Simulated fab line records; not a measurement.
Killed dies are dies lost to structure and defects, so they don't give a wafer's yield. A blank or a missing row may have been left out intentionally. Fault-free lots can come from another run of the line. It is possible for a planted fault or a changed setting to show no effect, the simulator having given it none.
Matching of chambers :: flow nand harc :: rie diel-09 running NHARC_A_STAIRCASE_DESCUM_443: 4 sister chambers
The step chemistry O2, time 3 s. 8 wafers are shown with their chamber, then 10 later ones without.

== WAFERS, EACH WITH ITS CHAMBER ==
wafer: L080.2
chamber: 1
drypump motor current A (A): 5.43
rf vpp V (V): 58.2

wafer: L082.5
chamber: 2
drypump motor current A (A): 5.83
rf vpp V (V): 57.4

wafer: L082.6
chamber: 3
drypump motor current A (A): 5.36
rf vpp V (V): 57.6

wafer: L085.1
chamber: 0
drypump motor current A (A): 5.28
rf vpp V (V): 58.9

wafer: L085.2
chamber: 2
drypump motor current A (A): 5.90
rf vpp V (V): 58.5

wafer: L085.4
chamber: 3
drypump motor current A (A): 5.36
rf vpp V (V): 58.0

wafer: L086.1
chamber: 0
drypump motor current A (A): 5.31
rf vpp V (V): 57.9

wafer: L086.2
chamber: 1
drypump motor current A (A): 5.41
rf vpp V (V): 58.2

== WAFERS MISSING THEIR CHAMBER ==
wafer: L086.6
drypump motor current A (A): 5.31
rf vpp V (V): 58.3

wafer: L088.2
drypump motor current A (A): 5.84
rf vpp V (V): 58.2

wafer: L088.3
drypump motor current A (A): 5.44
rf vpp V (V): 58.8

wafer: L088.6
drypump motor current A (A): 5.43
rf vpp V (V): 57.0

wafer: L094.2
drypump motor current A (A): 5.28
rf vpp V (V): 57.5

wafer: L094.5
drypump motor current A (A): 5.82
rf vpp V (V): 57.6

wafer: L094.6
drypump motor current A (A): 5.35
rf vpp V (V): 58.3

wafer: L095.1
drypump motor current A (A): 5.33
rf vpp V (V): 59.2

wafer: L095.2
drypump motor current A (A): 5.28
rf vpp V (V): 59.7

wafer: L095.3
drypump motor current A (A): 5.86
rf vpp V (V): 60.0

== EACH ONE'S CHAMBER ==
wafer: L086.6
from the rows above: can't be placed: 0 or 3
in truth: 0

wafer: L088.2
from the rows above: 2
in truth: 2

wafer: L088.3
from the rows above: 1
in truth: 1

wafer: L088.6
from the rows above: can't be placed: 1 or 3
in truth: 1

wafer: L094.2
from the rows above: can't be placed: 0 or 3
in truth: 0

wafer: L094.5
from the rows above: 2
in truth: 2

wafer: L094.6
from the rows above: can't be placed: 3 or 0 or 1
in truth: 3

wafer: L095.1
from the rows above: can't be placed: 0 or 3 or 1
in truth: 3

wafer: L095.2
from the rows above: 0
in truth: 0

wafer: L095.3
from the rows above: 2
in truth: 2
Placed correctly: 5 of 10. Not placeable from these rows: 5 (in 5, the candidates include the true chamber). Placed wrongly: 0.
How it was worked out, from the rows above alone: a wafer's distance from a chamber is the root of the sum, over the readings, of the square of ((its reading less the chamber's mean) divided by the reading's scatter). If the next closest chamber is less than 2 further off than the closest, the wafer can't be placed; otherwise it belongs to the closest. For every chamber, the mean is computed from those of its wafers that are shown. The scatter: the root of (the sum of the squares of (reading less its chamber's mean) over the shown wafers, divided by (wafers less chambers)).
